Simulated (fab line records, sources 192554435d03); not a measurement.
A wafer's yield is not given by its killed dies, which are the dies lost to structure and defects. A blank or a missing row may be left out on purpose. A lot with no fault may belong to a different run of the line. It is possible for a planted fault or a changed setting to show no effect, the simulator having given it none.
Comparing a struck lot with a sound one -- flow n5_finfet -- 33 out of 1938 route steps
Sound: wafers L907.3, L907.4, L907.6. Wafers L891.1, L891.4, L891.5 were the ones struck. The cause comes at the end.
Each step with rows lists, per side, the tool, then ch with its chambers, then its first start. Under that, the readings that differ: sound wafers -- struck wafers -- difference of the means -- sigmas: that difference in standard deviations of wafers without a fault.
alike: readings whose means differ by less than 2 such deviations, and words and numbers that are the same on both sides. not compared: withheld readings, readings that some wafer has no value for, bounds like >300 that may hide the same value, and numbers for which the record gives no deviation and whose values overlap.
The two part at a step that has a row with sigmas, a row that says differs or no value, or rows on one side only. When numbers do not overlap yet have no deviation, they are printed without sigmas and do not part them. A reading that every wafer of one side lacks parts them only if that side has two wafers or more.

first, 9 steps without rows for these wafers: N5_HKMG_FIN_DEVELOP_48 (develop time 30 s); N5_HKMG_FIN_DESCUM_53 (chemistry O2, time 7.9 s); N5_HKMG_FIN_ETCH_54 (etches SiARC in CF4, target depth 45.5 nm, time 75.8 s); N5_HKMG_FIN_ETCH_55 (etches SOC in N2/H2, target depth 240 nm, time 300 s); N5_HKMG_FIN_STRIP_56 (strips in N2/H2); N5_HKMG_FIN_STRIP_57 (strips in CF4); N5_HKMG_FIN_ETCH_58 (etches SOC in N2/H2, target depth 215.8 nm, time 741 s); N5_HKMG_FIN_STRIP_93 (strips SOC in N2/H2, time 20 s); N5_HKMG_FIN_WET_ETCH_76 (etches Al2O3 in dNH4OH, stops on La2O3, target depth 2.25 nm, rinse time 30 s).
N5_HKMG_FIN_STRIP_60: strips in N2/H2, time 360 s.
  sound on plasma_asher-01 ch 0,1, day 9 07:54; struck on plasma_asher-02 ch 0,1, day 5 07:58
  no value came back on the struck wafers for drypump_motor_current_A (A), h2_flow_sccm (sccm), heater_power_w (W), n2_flow_sccm (sccm); on the sound wafers drypump_motor_current_A (A) reads 6.6 5.4 6.6
reading,sound,struck,difference,sigmas
model.SOC_of_HKMG_FIN_COAT_41.thk_nm (nm),0 0 0,80.2 80.8 79.2,+80.1,
  not compared: rf_hours_counter_h
then, 19 steps without rows for these wafers: N5_HKMG_FIN_WET_ETCH_77 (etches La2O3 in dHCl, stops on HfO2, target depth 2 nm); N5_HKMG_FIN_WET_ETCH_78 (etches Al2O3 in dNH4OH, stops on La2O3, target depth 4.5 nm, rinse time 30 s); N5_HKMG_FIN_ALD_79 (deposits TiN, target thk 1.5 nm, pulse time 1 s, purge time 3 s); N5_HKMG_FIN_CVD_62 (deposits a-Si from Si2H6, target thk 3 nm, time 20.8 s); N5_HKMG_FIN_RTA_80 (time 2 s); N5_HKMG_FIN_PRECLEAN_64 (cleans in dHF, time 30 s); N5_HKMG_FIN_WET_ETCH_65 (etches a-Si in TMAH, stops on TiN, time 49 s, target depth 3 nm); N5_HKMG_FIN_WET_ETCH_81 (etches TiN in SC1, stops on HfO2, time 57 s, target depth 6 nm); N5_HKMG_FIN_WET_ETCH_82 (etches La2O3 in dHCl, stops on HfO2, target depth 2 nm, rinse time 30 s); N5_HKMG_FIN_ALD_36 (deposits TiN, target thk 1 nm, pulse time 1 s, purge time 3 s); N5_HKMG_FIN_PWFM_ALD_03 (deposits TiN, target thk 2 nm, pulse time 1 s, purge time 3 s); N5_HKMG_FIN_COAT_29 (time 60 s, resist thk 300 nm); N5_HKMG_FIN_COAT_30 (time 60 s, resist thk 35 nm); N5_HKMG_FIN_COAT_06 (resist thk 90 nm); N5_HKMG_FIN_EBR_08; N5_HKMG_FIN_SOFTBAKE_07 (time 60 s); N5_HKMG_FIN_EXPOSE_09 (exposes mask NWFM); N5_HKMG_FIN_PEB_10 (peb time 60 s); N5_HKMG_FIN_DEVELOP_11 (develop time 30 s).
N5_HKMG_FIN_INSPECT_14: inspects for defects (macro).
  sound on defect_inspect-02, day 9 10:26; struck on defect_inspect-02, day 5 10:29
reading,sound,struck,difference,sigmas
raw_defect_count,4 0 2,20 24 21,+20,+14
then, 1 step without rows for these wafers: N5_HKMG_FIN_DESCUM_17 (chemistry O2, time 7.9 s).
N5_BEOL_M4_RC_MEAS_101:
  the record has rows for the sound wafers here (prober-01 ch 0, day 13 19:05) and none for the struck ones
-- the record jumps here: 8 days lie between the struck wafers' starts before and after (it left off in module BEOL_M4 and takes up again in module PASSIVATION, whose first step shown is number 1936 of the route) --
N5_PASSIVATION_PROBE_49:
  record: rows for the struck wafers here (prober-02, day 13 20:27), none for the sound ones

== WHERE THEY PART ==
Last at N5_PASSIVATION_PROBE_49 as far as this record goes, first at N5_HKMG_FIN_STRIP_60.

WHY: whatever the simulator had introduced
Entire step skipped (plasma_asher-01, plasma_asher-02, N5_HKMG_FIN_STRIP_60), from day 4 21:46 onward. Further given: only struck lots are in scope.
